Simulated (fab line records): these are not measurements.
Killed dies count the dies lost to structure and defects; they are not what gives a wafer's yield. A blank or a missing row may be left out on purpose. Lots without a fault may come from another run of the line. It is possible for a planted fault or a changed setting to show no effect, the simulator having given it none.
Matching of chambers | flow n5-finfet | N5_BEOL_M0_SAQP_SPACER1_ETCHBACK_99 on rie-diel-03: 4 sister chambers
The step etches SiO2 in CHF3/O2, target depth 15.4 nm, time 7.7 s. 18 wafers are shown with their chamber, then 9 later ones without.

== EACH WAFER AND ITS CHAMBER ==
wafer  | chamber | rf-vpp-V (V) | drypump-motor-current-A (A) | showerhead-plenum-p-Torr (Torr)
L075.1 | 0       | 534          | 5.2                         | 2.42
L075.2 | 1       | 541          | 5.8                         | 2.37
L075.4 | 3       | 485          | 6.4                         | 2.47
L076.2 | 3       | 487          | 6.4                         | 2.47
L076.3 | 1       | 540          | 5.8                         | 2.37
L076.4 | 2       | 535          | 6.6                         | 2.36
L077.2 | 0       | 534          | 5.3                         | 2.42
L077.5 | 1       | 542          | 5.8                         | 2.37
L077.6 | 2       | 535          | 6.6                         | 2.36
L078.1 | 0       | 535          | 5.2                         | 2.42
L078.4 | 2       | 536          | 6.5                         | 2.36
L078.5 | 3       | 487          | 6.4                         | 2.46
L083.4 | 1       | 541          | 5.8                         | 2.37
L083.5 | 2       | 535          | 6.5                         | 2.35
L083.6 | 0       | 532          | 5.2                         | 2.41
L084.2 | 0       | 535          | 5.3                         | 2.41
L084.4 | 1       | 540          | 5.9                         | 2.37
L084.6 | 1       | 541          | 5.8                         | 2.37

SIGNATURES, as means of the wafers listed above
reading                  | chamber 0 | chamber 1 | chamber 2 | chamber 3 | scatter within a chamber
rf-vpp-V                 | 534.00    | 540.83    | 535.25    | 486.33    | 0.935
drypump-motor-current-A  | 5.240     | 5.817     | 6.550     | 6.400     | 0.0465
showerhead-plenum-p-Torr | 2.4160    | 2.3700    | 2.3575    | 2.4667    | 0.00432
Rule: a wafer lies at a distance from a chamber equal to the root of the sum of squares, over the readings, of (its reading less the chamber's mean, divided by the reading's scatter). If the next closest chamber is less than 2 further off than the closest, the wafer can't be placed; otherwise it belongs to the closest. How the scatter is found: for the shown wafers, subtract from each reading the mean of its chamber, square and add these, divide the total by (wafers less chambers), then take the root.

== WAFERS WHOSE CHAMBER IS MISSING ==
wafer  | rf-vpp-V (V) | drypump-motor-current-A (A) | showerhead-plenum-p-Torr (Torr)
L092.1 | 535          | 6.6                         | 2.35
L092.3 | 486          | 6.5                         | 2.46
L092.4 | 532          | 5.2                         | 2.41
L095.1 | 534          | 6.6                         | 2.35
L095.2 | 541          | 5.9                         | 2.36
L095.4 | 533          | 5.2                         | 2.41
L097.2 | 533          | 5.3                         | 2.40
L097.4 | 535          | 6.6                         | 2.34
L097.5 | 534          | 5.2                         | 2.40

== WHICH CHAMBER EACH ONE RAN IN ==
wafer  | from the rows above | in truth
L092.1 | 2                   | 2
L092.3 | 3                   | 3
L092.4 | 0                   | 0
L095.1 | 2                   | 2
L095.2 | 1                   | 1
L095.4 | 0                   | 0
L097.2 | 0                   | 0
L097.4 | 2                   | 2
L097.5 | 0                   | 0
Correctly placed: 9 of 9. Left unplaced by these rows: 0. Wrongly placed: 0.
